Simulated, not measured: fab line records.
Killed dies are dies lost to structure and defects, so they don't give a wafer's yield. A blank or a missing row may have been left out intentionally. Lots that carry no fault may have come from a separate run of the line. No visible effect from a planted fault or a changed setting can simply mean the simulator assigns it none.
Chamber matching / flow n5Finfet / N5_BEOL_M14_CMP_49 on cmp-01 has 4 sister chambers
The step polishes, stops on SiO2, t overpolish 5.2 s, target thk 560 nm. 16 wafers are shown with their chamber, then 8 later ones without.

## EACH WAFER AND ITS CHAMBER
wafer=L075.3; chamber=3; motorCurrentA (A)=10.8; barrierFieldEndpointS (s)=12.0; timeToEndpointS (s)=128
wafer=L075.4; chamber=2; motorCurrentA (A)=9.5; barrierFieldEndpointS (s)=11.8; timeToEndpointS (s)=128
wafer=L075.5; chamber=1; motorCurrentA (A)=8.6; barrierFieldEndpointS (s)=11.6; timeToEndpointS (s)=122
wafer=L079.2; chamber=3; motorCurrentA (A)=10.4; barrierFieldEndpointS (s)=11.6; timeToEndpointS (s)=122
wafer=L079.3; chamber=0; motorCurrentA (A)=8.1; barrierFieldEndpointS (s)=11.5; timeToEndpointS (s)=123
wafer=L079.4; chamber=1; motorCurrentA (A)=8.7; barrierFieldEndpointS (s)=11.1; timeToEndpointS (s)=115
wafer=L084.3; chamber=1; motorCurrentA (A)=8.4; barrierFieldEndpointS (s)=11.1; timeToEndpointS (s)=115
wafer=L084.5; chamber=3; motorCurrentA (A)=10.5; barrierFieldEndpointS (s)=11.4; timeToEndpointS (s)=121
wafer=L084.6; chamber=0; motorCurrentA (A)=8.7; barrierFieldEndpointS (s)=11.3; timeToEndpointS (s)=119
wafer=L090.4; chamber=2; motorCurrentA (A)=9.9; barrierFieldEndpointS (s)=11.7; timeToEndpointS (s)=124
wafer=L090.5; chamber=2; motorCurrentA (A)=9.6; barrierFieldEndpointS (s)=12.0; timeToEndpointS (s)=128
wafer=L090.6; chamber=3; motorCurrentA (A)=10.9; barrierFieldEndpointS (s)=11.8; timeToEndpointS (s)=124
wafer=L091.1; chamber=0; motorCurrentA (A)=8.4; barrierFieldEndpointS (s)=11.3; timeToEndpointS (s)=121
wafer=L091.3; chamber=2; motorCurrentA (A)=9.6; barrierFieldEndpointS (s)=11.8; timeToEndpointS (s)=122
wafer=L091.6; chamber=1; motorCurrentA (A)=8.7; barrierFieldEndpointS (s)=11.3; timeToEndpointS (s)=120
wafer=L092.1; chamber=3; motorCurrentA (A)=10.4; barrierFieldEndpointS (s)=11.9; timeToEndpointS (s)=127

SIGNATURES (averages over the wafers above)
reading=motorCurrentA; chamber 0=8.400; chamber 1=8.600; chamber 2=9.650; chamber 3=10.600; scatter within a chamber=0.214
reading=barrierFieldEndpointS; chamber 0=11.367; chamber 1=11.275; chamber 2=11.825; chamber 3=11.740; scatter within a chamber=0.199
reading=timeToEndpointS; chamber 0=121.00; chamber 1=118.00; chamber 2=125.50; chamber 3=124.40; scatter within a chamber=3.03
Rule: distance of a wafer from a chamber = root of the sum over the readings of ((wafer's reading minus chamber's mean) / reading's scatter) squared. The wafer belongs to the nearest chamber; if the next one is less than 2 further off, it can't be placed. The scatter: take each reading less its chamber's mean, square it, sum over the shown wafers, divide by the number of wafers less the number of chambers, and take the root.

## WAFERS WITH NO CHAMBER GIVEN
wafer=L092.2; motorCurrentA (A)=8.8; barrierFieldEndpointS (s)=11.7; timeToEndpointS (s)=123
wafer=L092.5; motorCurrentA (A)=8.7; barrierFieldEndpointS (s)=11.4; timeToEndpointS (s)=115
wafer=L095.4; motorCurrentA (A)=9.5; barrierFieldEndpointS (s)=11.7; timeToEndpointS (s)=130
wafer=L095.5; motorCurrentA (A)=8.7; barrierFieldEndpointS (s)=11.5; timeToEndpointS (s)=122
wafer=L095.6; motorCurrentA (A)=8.3; barrierFieldEndpointS (s)=11.5; timeToEndpointS (s)=124
wafer=L096.1; motorCurrentA (A)=10.0; barrierFieldEndpointS (s)=11.7; timeToEndpointS (s)=127
wafer=L096.3; motorCurrentA (A)=8.5; barrierFieldEndpointS (s)=11.5; timeToEndpointS (s)=122
wafer=L096.5; motorCurrentA (A)=10.0; barrierFieldEndpointS (s)=11.6; timeToEndpointS (s)=128

## EACH ONE'S CHAMBER
wafer=L092.2; from the rows above=can't be placed: 0 or 1 or 2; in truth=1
wafer=L092.5; from the rows above=can't be placed: 1 or 0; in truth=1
wafer=L095.4; from the rows above=2; in truth=2
wafer=L095.5; from the rows above=can't be placed: 0 or 1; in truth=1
wafer=L095.6; from the rows above=can't be placed: 0 or 1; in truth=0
wafer=L096.1; from the rows above=can't be placed: 2 or 3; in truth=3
wafer=L096.3; from the rows above=can't be placed: 0 or 1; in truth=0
wafer=L096.5; from the rows above=can't be placed: 2 or 3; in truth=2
Placed correctly: 1 of 8. Can't be placed from these rows: 7 (the true chamber is among the candidates in 7). Placed wrongly: 0.
